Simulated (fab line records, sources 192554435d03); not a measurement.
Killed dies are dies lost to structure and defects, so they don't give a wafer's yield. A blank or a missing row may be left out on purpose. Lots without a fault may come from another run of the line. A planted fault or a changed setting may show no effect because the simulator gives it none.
Chamber matching | flow n5_finfet | N5_FIN_SAQP_ETCH_34 on rie_diel-05: 4 sister chambers
The step etches SiO2 in C4F6/O2, target depth 45 nm, time 15 s. 4 wafers are shown with their chamber, then 7 later ones without.

WAFERS WITH THEIR CHAMBER
wafer  | chamber | rf_vpp_V (V)
L076.3 | 3       | 689
L083.6 | 1       | 655
L087.1 | 2       | 660
L087.3 | 0       | 681

WAFERS WITHOUT THEIR CHAMBER
wafer  | rf_vpp_V (V)
L087.5 | 688
L088.1 | 661
L088.2 | 690
L088.4 | 689
L096.1 | 682
L096.5 | 688
L096.6 | 683

WHICH CHAMBER EACH WENT THROUGH
wafer  | from the rows above | in truth
L087.5 | 3                   | 3
L088.1 | 2                   | 2
L088.2 | 3                   | 3
L088.4 | 3                   | 3
L096.1 | 0                   | 0
L096.5 | 3                   | 3
L096.6 | 0                   | 0
Placed correctly: 7 of 7. Can't be placed from these rows: 0. Placed wrongly: 0.
How it was worked out, from the rows above alone: a wafer's distance from a chamber is the root of the sum, over the readings, of the square of ((its reading less the chamber's mean) divided by the reading's scatter). The wafer belongs to the nearest chamber; if the next one is less than 2 further off, it can't be placed. A chamber's mean is the mean of its shown wafers. The scatter: with one shown wafer a chamber, the root of the mean of the squares of how far each hidden wafer lies from its nearest shown one.
